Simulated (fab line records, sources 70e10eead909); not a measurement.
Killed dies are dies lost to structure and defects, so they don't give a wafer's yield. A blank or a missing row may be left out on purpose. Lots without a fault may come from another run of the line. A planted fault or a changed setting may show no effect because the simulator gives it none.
fab line records | flow nand_harc
record lots=7 wafers=21 last_day=24
route steps=1159 shown P_GATE@119 END@1159
lots that met no fault: from a run of the same line without faults
start_h: hours from the record's first day to the start of the lot's first wafer shown | wait_h: hours since the lot's step before | " the same as in the row above | L1.1+2: a row that stands for several wafers | - no value, or no start given | * or withheld: withheld | < > ~ a bound
route shown NAME@n: a module of which the file shows steps, and the number in the route of the first | usual: mean/standard deviation of fault-free wafers | same: alike in all rows | chamber/n: place in a boat | sites: the reading at each site | _std_site: their standard deviation | _edge_site: outer sites' mean less inner sites' | radius_mm: how far each site lies from the wafer's centre | mask NAME#n: copy n | behind: the tool/chamber that last shaped the wafer | hold: why the lot was held/for how many hours/how that ended | device: the transistor (n, p or np) that didn't switch | end of line: the same wafers' tests at the end of the route | a step without rows: its recipe alone | killed: dies lost to structure and defects at the first sort, not the wafer's yield | map: a wafer's dies, x killed, . not, _ none there
set.NAME: the setting as run; set.NAME@STEP: as run at that earlier step | model.NAME: the simulator's own value behind a step, which no gauge read
lots at some steps of the route; a table a step, a row a wafer
services: from which hour (start_h, from the record's first day; less than 0 if before it) a tool's chamber was out of use, for how many hours, and why
## steps
# step NHARC_P_GATE_EXPOSE_08
# recipe na=0.6 dose_mj=16.75 mask_id=P_HV
# step NHARC_P_GATE_PEB_09
# recipe peb_temp_c=118 peb_time_s=85
# step NHARC_P_GATE_DEVELOP_10
# recipe time_s=70
# step NHARC_P_GATE_CD_MEAS_11
# recipe target_cd_nm=1640 landing_energy_ev=500
# usual cd_nm=1640.5/1.3
# columns lot.wafer tool chamber start_h wait_h cd_nm
L716.1 cd_sem-02 0 70.90 - 1641.4
L716.2 " 0 " " 1640.1
L716.6 " 0 " " 1641.2
L719.4 cd_sem-03 0 101.62 - 1642.0
L719.5 " 0 " " 1641.5
L719.6 " 0 " " 1642.8
L722.2 cd_sem-02 0 116.95 - 1640.2
L722.3 " 0 " " 1638.3
L722.6 " 0 " " 1641.3
L723.1 cd_sem-01 0 126.97 - 1638.4
L723.5 " 0 " " 1637.3
L723.6 " 0 " " 1638.5
L728.3 cd_sem-03 0 154.58 - 1642.1
L728.5 " 0 " " 1643.7
L728.6 " 0 " " 1640.1
L730.1 cd_sem-03 0 160.90 - 1640.8
L730.2 " 0 " " 1641.5
L730.5 " 0 " " 1642.4
L729.2 cd_sem-02 0 161.06 - 1640.4
L729.3 " 0 " " 1640.5
L729.5 " 0 " " 1639.6
# step NHARC_P_GATE_HARDBAKE_12
# recipe temp_c=125 time_s=80
# step NHARC_P_GATE_DESCUM_13
# recipe time_s=3 o2_flow_sccm=200 ar_flow_sccm=0 bias_power_w=0 chemistry=O2
# usual chamber_pressure_mTorr=60.01/0.049 drypump_motor_current_A=5.58/0.29 oes_product_au=1.003/0.0073 rf_vpp_V=57.8/0.92 showerhead_plenum_p_Torr=1.94/0.072 throttle_valve_pct=11.311/0.0086
# same bias_power_w=0 time_s=3
# columns lot.wafer tool chamber start_h wait_h chamber_pressure_mTorr drypump_motor_current_A oes_product_au rf_hours_counter_h rf_vpp_V showerhead_plenum_p_Torr throttle_valve_pct
L716.2 rie_diel-02 2 71.09 - 59.93 6.22 1.004 32 56.2 2.03 11.317
L716.1 " 3 " " 60.14 4.92 1.000 32 57.9 1.92 11.309
L716.6 " 0 " " 60.00 5.62 1.012 - 60.2 2.05 11.299
L719.4 rie_diel-04 2 101.82 - 59.93 5.07 0.998 58 58.2 1.95 11.311
L719.6 " 3 " " 60.00 5.76 0.993 - 57.3 1.99 11.313
L719.5 " 0 " " 60.04 5.37 1.001 - 59.1 1.88 11.321
L722.2 rie_diel-02 2 117.12 - 59.99 6.24 0.998 49 58.3 2.03 11.313
L722.3 " 3 " " 60.01 4.90 1.015 47 58.7 1.92 11.311
L722.6 " 2 " " 60.01 6.23 1.013 - 57.4 2.03 11.323
L723.1 rie_diel-04 2 127.15 - 59.92 5.07 1.015 1 58.8 1.94 11.314
L723.5 " 2 " " 59.98 5.07 1.008 - 56.6 1.94 11.297
L723.6 " 3 " " 60.03 5.74 1.006 - 59.7 1.99 11.318
L728.3 rie_diel-12 1 154.86 - 59.97 5.78 1.000 23 58.7 1.91 11.319
L728.5 " 2 " " 59.95 5.85 0.994 - 57.6 1.85 11.323
L728.6 " 1 " " 60.10 5.77 1.000 - 58.0 1.91 11.303
L730.2 rie_diel-04 3 161.06 - 59.93 5.76 1.014 15 58.1 1.99 11.317
L730.1 " 2 " " 59.96 5.08 1.014 14 59.1 1.94 11.297
L730.5 " 3 " " 60.07 5.75 1.010 - 58.6 1.99 11.301
L729.2 rie_diel-12 0 161.22 - 59.94 5.53 1.008 23 57.2 2.02 11.326
L729.3 " 2 " " 59.96 5.85 0.990 24 57.0 1.85 11.321
L729.5 " 2 " " 59.98 5.86 1.000 - 57.9 1.85 11.305
# step NHARC_P_GATE_ETCH_14
# recipe target_depth_a=488 chemistry=dHF material=SiO2
# step NHARC_P_GATE_STRIP_15
# recipe time_s=780 temp_c=130 chemistry=SPM
# step NHARC_P_GATE_PRECLEAN_71
# recipe time_s=* temp_c=50 bath_age_min=0 chemistry=SC1
# step NHARC_P_GATE_SRD_72
# step NHARC_P_GATE_OXIDE_16
# recipe target_thk_a=30 temp_c=875 ox_time_s=392 material=SiO2
# step NHARC_P_GATE_CVD_17
# recipe target_thk_a=1500 temp_c=620 time_s=900 material=poly-Si
# step NHARC_P_GATE_HM_DEP_102
# recipe target_thk_a=1200 temp_c=400 material=aC
# usual throttle_valve_pct=35.000/0.0098
# columns lot.wafer tool chamber start_h wait_h throttle_valve_pct
L716.1 acl_dep-01 0 84.28 0.4 35.002
L716.2 " 0 " " 34.987
L716.6 " 0 " " 35.004
L719.4 acl_dep-02 0 114.28 0.7 34.998
L719.5 " 0 " " 34.993
L719.6 " 0 " " 34.986
L722.2 acl_dep-03 0 133.44 1.5 35.001
L722.3 " 0 " " 34.995
L722.6 " 0 " " 35.000
L723.1 acl_dep-01 0 139.32 0.4 34.998
L723.5 " 0 " " 35.019
L723.6 " 0 " " 35.001
L728.3 acl_dep-01 0 167.49 0.6 34.994
L728.5 " 0 " " 34.998
L728.6 " 0 " " 35.003
L728.3 acl_dep-01 0 168.77 1.2 34.998
L728.5 " 0 " " 35.006
L728.6 " 0 " " 34.997
L729.2 acl_dep-03 0 177.27 4.0 35.001
L729.3 " 0 " " 34.983
L729.5 " 0 " " 35.005
L729.2 acl_dep-03 0 180.13 2.8 34.990
L729.3 " 0 " " 34.999
L729.5 " 0 " " 35.003
L730.1 acl_dep-01 0 177.34 4.1 35.000
L730.2 " 0 " " 34.992
L730.5 " 0 " " 35.008
L730.1 acl_dep-01 0 179.83 2.4 34.976
L730.2 " 0 " " 34.993
L730.5 " 0 " " 34.987
# step NHARC_P_GATE_DEP_103
# recipe target_thk_a=300 target_thk_nm=30 temp_c=400 flow_sccm=200 rf_w=350 material=SiON
# usual heater_power_w=753/94 rf_fwd_power_W=347.8/1.1
# columns lot.wafer tool chamber start_h wait_h heater_power_w rf_fwd_power_W
L716.2 pecvd-01 1 84.95 0.5 789 348.3
L716.1 " 2 " " 684 346.6
L716.6 " 1 " " 808 347.0
L719.4 pecvd-01 0 114.90 0.5 778 349.4
L719.5 " 1 " " 723 347.2
L719.6 " 2 " " 738 347.0
L722.2 pecvd-03 1 134.03 0.5 820 346.7
L722.3 " 2 " " 844 349.5
L722.6 " 0 " " 572 346.6
L723.1 pecvd-03 2 140.05 0.6 830 348.0
L723.6 " 0 " " 636 348.4
L723.5 " 2 " " 846 345.6
L728.3 pecvd-03 0 169.64 0.8 637 347.0
L728.5 " 2 " " 708 348.1
L728.6 " 0 " " 654 345.9
L730.1 pecvd-02 1 180.52 0.6 673 347.9
L730.2 " 2 " " 1033 347.6
L730.5 " 2 " " 1025 346.1
L729.2 pecvd-03 0 180.70 0.5 677 349.3
L729.3 " 2 " " 778 349.8
L729.5 " 0 " " 675 348.6
# step NHARC_END_SORT_01
# recipe temp_c=25
# usual killed_at_array=29/11 killed_at_other=0.6/0.89 killed_at_periphery=3.8/2.8 killed_dies=33/12 killed_open=3.5/1.9 killed_short=1.9/1.3
# same gross_dies=677
# columns lot.wafer tool chamber start_h wait_h killed_at_array killed_at_other killed_at_periphery killed_dies killed_open killed_short
L722.2 prober-01 0 490.87 2.8 23 1 5 29 3 2
L722.3 prober-01 0 491.68 3.1 20 1 2 23 2 3
L722.6 prober-01 0 494.11 4.0 22 0 2 24 3 0
L728.3 prober-01 0 570.71 3.1 48 2 5 55 3 2
L728.5 prober-01 0 572.27 3.6 38 0 7 45 1 3
L728.6 prober-01 0 573.05 3.9 36 1 5 42 0 2
L729.2 prober-01 0 571.03 2.8 24 1 3 28 4 3
L729.3 prober-01 0 571.83 3.1 29 0 6 35 6 3
L729.5 prober-01 0 573.43 3.7 20 0 3 23 2 4
# killed by level:class
L722.2 A_SLIT:chamber_film_flake=10 A_STAIRCASE:chamber_film_flake=4 P_BONDPAD:chamber_film_flake=3 A_CONTACT:chamber_film_flake=3 A_CHANNEL_HOLE_D1:chamber_film_flake=2 A_CHANNEL_HOLE_D1:geometric_particle:short=1 A_CHANNEL_FILL_D1:geometric_particle:open=1 A_M0:geometric_particle:open=1
L722.3 A_SLIT:chamber_film_flake=7 A_CONTACT:chamber_film_flake=5 A_STAIRCASE:chamber_film_flake=3 P_M1:geometric_particle:open=1 A_ONON_D1:geometric_particle:short=1 A_CHANNEL_HOLE_D1:chamber_film_flake=1 A_WL_FILL:geometric_particle:short=1 A_M0:geometric_particle:short=1
L722.6 A_SLIT:chamber_film_flake=10 A_CHANNEL_HOLE_D1:chamber_film_flake=3 A_STAIRCASE:chamber_film_flake=3 A_CONTACT:chamber_film_flake=3 P_BONDPAD:chamber_film_flake=2 A_ONON_D1:geometric_particle:open=1 A_SGD_CUT:geometric_particle:open=1 A_CONTACT:geometric_particle:open=1
L728.3 A_SLIT:chamber_film_flake=18 A_CHANNEL_HOLE_D1:chamber_film_flake=18 A_CONTACT:chamber_film_flake=6 A_STAIRCASE:chamber_film_flake=3 A_CONTACT:geometric_particle:open=2 P_STI:chamber_film_flake=2 P_CONTACT:geometric_particle:open=1 A_ONON_D1:geometric_particle:short=1
L729.2 A_SLIT:chamber_film_flake=9 A_CONTACT:chamber_film_flake=5 A_CHANNEL_HOLE_D1:chamber_film_flake=3 A_STAIRCASE:chamber_film_flake=3 P_GATE:geometric_particle:open=1 P_CONTACT:geometric_particle:short=1 A_STAIRCASE:geometric_particle:open=1 A_SGD_CUT:geometric_particle:open=1
L729.3 A_SLIT:chamber_film_flake=10 A_CONTACT:chamber_film_flake=7 A_CHANNEL_HOLE_D1:chamber_film_flake=4 A_STAIRCASE:chamber_film_flake=4 P_CONTACT:geometric_particle:short=2 P_CONTACT:geometric_particle:open=2 P_M1:geometric_particle:open=1 A_ONON_D1:geometric_particle:short=1
L728.5 A_CHANNEL_HOLE_D1:chamber_film_flake=14 A_SLIT:chamber_film_flake=13 A_STAIRCASE:chamber_film_flake=6 P_STI:chamber_film_flake=5 A_CONTACT:chamber_film_flake=2 P_GATE:geometric_particle:short=1 A_STAIRCASE:geometric_particle:short=1 A_SGD_CUT:geometric_particle:open=1
L728.6 A_CHANNEL_HOLE_D1:chamber_film_flake=13 A_SLIT:chamber_film_flake=12 A_STAIRCASE:chamber_film_flake=5 P_STI:chamber_film_flake=4 A_CONTACT:chamber_film_flake=3 A_M0:geometric_particle:short=2 P_BONDPAD:chamber_film_flake=1 A_WL_FILL:chamber_film_flake=1
L729.5 A_SLIT:chamber_film_flake=10 A_CHANNEL_HOLE_D1:chamber_film_flake=3 A_STAIRCASE:chamber_film_flake=2 P_CONTACT:geometric_particle:open=1 P_M1:geometric_particle:open=1 A_ONON_D1:geometric_particle:short=1 A_CHANNEL_FILL_D1:geometric_particle:short=1 A_WL_FILL:geometric_particle:short=1
## services
# columns tool chamber start_h hours kind
pecvd-01 - 56.00 13.0 pm
rie_diel-04 0 67.50 - clean
rie_diel-04 1 67.50 - clean
rie_diel-04 2 67.50 - clean
rie_diel-04 3 67.50 - clean
pecvd-01 2 86.25 6.5 repair
acl_dep-02 - 99.29 2.0 repair
pecvd-03 - 111.00 13.0 pm
pecvd-03 0 111.00 13.0 vent_cycle
pecvd-03 1 111.00 13.0 vent_cycle
pecvd-03 2 111.00 13.0 vent_cycle
acl_dep-01 - 111.99 13.0 pm
rie_diel-04 - 112.09 9.0 pm
rie_diel-12 3 116.65 4.4 repair
rie_diel-04 1 121.94 9.3 repair
pecvd-03 0 124.00 - clean
pecvd-03 1 124.00 - clean
pecvd-03 2 124.00 - clean
rie_diel-04 - 130.91 2.7 repair
rie_diel-12 3 146.58 16.9 repair
rie_diel-02 - 151.26 9.0 pm
pecvd-02 - 153.16 13.0 pm
acl_dep-02 - 167.92 13.0 pm
pecvd-02 - 171.64 1.1 repair
## key
first_sign step=NHARC_P_GATE_HM_DEP_102 reading=visit direction=added
effect none on later readings
met_at NHARC_P_GATE_HM_DEP_102
struck_wafers L728.3,L728.5,L728.6,L729.2,L729.3,L729.5,L730.1,L730.2,L730.5
rows_end L730.2,L730.5
sort_left_out L730.1
tester_left_out L728,L729,L730
fault kind=repeated_step_whole tool=acl_dep-01,acl_dep-02,acl_dep-03 chamber=- onset_h=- steps=NHARC_P_GATE_HM_DEP_102 times=1 scope=struck_lots_only
# tester_left_out: of these lots the tester's yield and bins aren't shown, on N5 and GAA mostly nor the transistor test; their killed dies are dies lost to structure and defects alone, not to doping, threshold or leakage, so they don't give the yield
# sort_left_out: the simulated sort isn't trusted on such a fault, so these wafers' sort isn't shown, and their yield isn't known
# rows_end: these wafers met a further fault down the route, and their rows from its step on are left out
